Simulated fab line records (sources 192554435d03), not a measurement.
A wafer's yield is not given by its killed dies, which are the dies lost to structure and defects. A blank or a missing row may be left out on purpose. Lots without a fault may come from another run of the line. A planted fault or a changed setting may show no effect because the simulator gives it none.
Split-lot trial + flow n5 finfet + 21 wafers read across 7 lots, on a route 1938 steps long

== THE SPLIT ==
At N5_FIN_SAQP_FIN_ETCH_36 (etches the open film in HBr/Cl2/O2, target depth 120 nm, time 50.4 s), the setting icp w was moved away from the recipe's 800 W on 7 of the 21 wafers read, by -16.1% to +6.7%. For the rest of the wafers, this setting stayed at what the recipe calls for.

== FROM THE SPLIT TO THE READING: what the file shows between them, 3 steps ==
- N5_FIN_SAQP_PRECLEAN_38: cleans in O3/DIW, time 45 s
- N5_FIN_SAQP_PRECLEAN_45: cleans in dHF, time 10 s
- N5_FIN_SAQP_SRD_39: time 30 s

== THE READING ==
trench depth nm, in nm, at N5_FIN_SAQP_OCD_MEAS_76. Typical for fault-free wafers on this fab line: 120.1 nm, with standard deviation 1.5 nm.

| wafer  | tool, chamber at the split | icp w as run, W | against the recipe | trench depth nm, nm | against lot-mates on the recipe |
|--------|----------------------------|-----------------|--------------------|---------------------|---------------------------------|
| L074.1 | rie si-04, 1               | 671.5           | -16.1%             | 112.1               | -9.1                            |
| L074.3 | rie si-04, 0               | 800             | recipe             | 121.2               | -                               |
| L074.5 | rie si-04, 2               | 671.5           | -16.1%             | 111.0               | -10.2                           |
| L080.2 | rie si-04, 0               | 800             | recipe             | 121.5               | -                               |
| L080.5 | rie si-04, 1               | 681.8           | -14.8%             | 111.3               | -9.7                            |
| L080.6 | rie si-04, 2               | 800             | recipe             | 120.5               | -                               |
| L083.1 | rie si-04, 0               | 800             | recipe             | 122.1               | -                               |
| L083.2 | rie si-04, 2               | 800             | recipe             | 121.8               | -                               |
| L083.5 | rie si-04, 1               | 761             | -4.9%              | 118.0               | -3.9                            |
| L086.3 | rie si-05, 1               | 800             | recipe             | 121.2               | -                               |
| L086.4 | rie si-05, 0               | 676.4           | -15.5%             | 110.8               | -9.8                            |
| L086.6 | rie si-05, 0               | 800             | recipe             | 119.9               | -                               |
| L091.1 | rie si-05, 1               | 800             | recipe             | 119.6               | -                               |
| L091.2 | rie si-05, 2               | 720.4           | -10.0%             | 111.2               | -9.2                            |
| L091.5 | rie si-05, 3               | 800             | recipe             | 121.3               | -                               |
| L093.3 | rie si-03, 1               | 800             | recipe             | 123.7               | -                               |
| L093.5 | rie si-03, 2               | 800             | recipe             | 121.8               | -                               |
| L093.6 | rie si-03, 3               | 853.2           | +6.7%              | 124.3               | +1.5                            |
| L097.3 | rie si-05, 2               | 800             | recipe             | 119.7               | -                               |
| L097.4 | rie si-05, 0               | 800             | recipe             | 121.9               | -                               |
| L097.6 | rie si-05, 2               | 800             | recipe             | 119.2               | -                               |

THE FIT
A straight line over all 21 wafers: trench depth nm changes by +0.643 nm for each +1% of icp w; r = +0.96; the points scatter about the line by 1.3 nm.
The same after taking each lot's own level away (the mean of its wafers on the recipe; 21 wafers): +0.616 nm for each +1%; r = +0.97; scatter 1.1 nm.
According to that fit, moving icp w by its largest amount changes the reading by 9.9 nm.
Across the lots, their own levels run from 120.27 to 122.75 nm, a range of 1.7 times the standard deviation given above.
Consequently the slope shifts little with the lot-to-lot level, the two slopes agreeing.
Check: for one of the wafers moved furthest among these (-16.1%), held out of the fit, the line's prediction against its lot-mates is -10.6 nm. Against them it came out at -9.1 nm.

== THE OTHER SPLITS THESE WAFERS WENT THROUGH ==
Other splits were also applied to these wafers ahead of the reading. Each is held against what the fit with the lots' levels taken away leaves over:
| other split on the same wafers | wafers away from the commonest value | r with trench depth nm (lot level and that fit taken away) |
|--------------------------------|--------------------------------------|------------------------------------------------------------|
| N5_WELL_APT_EXPOSE_22 dose mj  | 7                                    | -0.09                                                      |
| N5_WELL_APT_PEB_23 peb temp c  | 5                                    | -0.36                                                      |
| N5_FIN_SAQP_ETCH_65 time s     | 4                                    | +0.25                                                      |

== THE WHOLE CHAIN: every reading that the file lists as answering this split, in the file's order ==
| step                    | what it does                                                         | reading                                                                    | change (the file's fit)               | r (the file's) |
|-------------------------|----------------------------------------------------------------------|----------------------------------------------------------------------------|---------------------------------------|----------------|
| N5_FIN_SAQP_FIN_ETCH_36 | etches the open film in HBr/Cl2/O2, target depth 120 nm, time 50.4 s | etch.depth nm (the simulator's own value, which no gauge read)             | +0.638 nm for each +1% of the setting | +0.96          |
| N5_FIN_SAQP_FIN_ETCH_36 | etches the open film in HBr/Cl2/O2, target depth 120 nm, time 50.4 s | FIN_SAQP.feature depth nm (the simulator's own value, which no gauge read) | +0.636 nm for each +1% of the setting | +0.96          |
| N5_FIN_SAQP_OCD_MEAS_76 |                                                                      | trench depth nm                                                            | +0.647 nm for each +1% of the setting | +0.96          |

== FILE'S OWN FIT ==
trench depth nm changes by +0.647 nm for each +1% of icp w, r = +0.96.
